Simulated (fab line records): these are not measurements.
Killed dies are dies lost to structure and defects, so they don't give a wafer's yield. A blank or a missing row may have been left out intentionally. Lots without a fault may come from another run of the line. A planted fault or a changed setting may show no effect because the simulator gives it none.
One fault seen from 2 desks    flow nand_harc    each desk holds nothing but its own numbers, with what lay behind them at the end

== THE METROLOGY DESK ==
What the gauges read for every lot (on any tool): the sampled wafers with a number, averaged. If a lot's mean is further than 4 standard deviations from the usual mean, the lot is out of limits and carries the mark OUT (the distance appears in the brackets).
Columns: A = overlay_x_nm at NHARC_HYBRID_BOND_OVL_MEAS_05, usual 5 nm; B = overlay_y_nm at NHARC_HYBRID_BOND_OVL_MEAS_05, usual 0 nm
lot   first seen here  A    B
L624  day 23 13:52     34   14
L625  day 24 01:01     -4   -19
L630  day 25 09:37     19   1
L629  day 25 14:02     10   -15
L631  day 26 22:57     -9   -69
L633  day 27 20:20     23   -32
L634  day 28 05:30     38   -25
L637  day 28 18:28     -12  10
L638  day 29 13:07     -6   46
L639  day 29 13:07     7    -4
L640  day 30 07:35     36   28
L644  day 31 19:25     -41  -27
L645  day 32 09:02     38   30
L647  day 34 10:03     8    3
Finding of this desk: none of the 14 lots has anything out of limits.

== THE TOOL OWNER'S DESK: acl_dep-01 ==
The tool's own readings at NHARC_A_CONTACT_DEP_84 (deposits aC, target thk 2800 nm): means of the sampled wafers that have a number, for each lot that ran on this tool. If a lot's mean is further than 4 standard deviations from the usual mean, the lot is out of limits and carries the mark OUT (the distance appears in the brackets).
Columns: A = throttle_valve_pct at NHARC_A_CONTACT_DEP_84, usual 35.000 %
lot   first seen here  A
L625  day 22 17:04     35.002
L630  day 24 00:24     34.996
L633  day 26 08:35     34.992
L634  day 26 19:25     35.000
L638  day 28 03:41     35.003
L640  day 28 21:10     34.995
L647  day 32 23:13     35.000
Finding of this desk: none of the 7 lots has anything out of limits.

== TAKEN TOGETHER ==
The metrology desk saw nothing out of limits.
The desk of the tool owner found nothing out of limits.

== WHAT THE SIMULATOR PUT IN ==
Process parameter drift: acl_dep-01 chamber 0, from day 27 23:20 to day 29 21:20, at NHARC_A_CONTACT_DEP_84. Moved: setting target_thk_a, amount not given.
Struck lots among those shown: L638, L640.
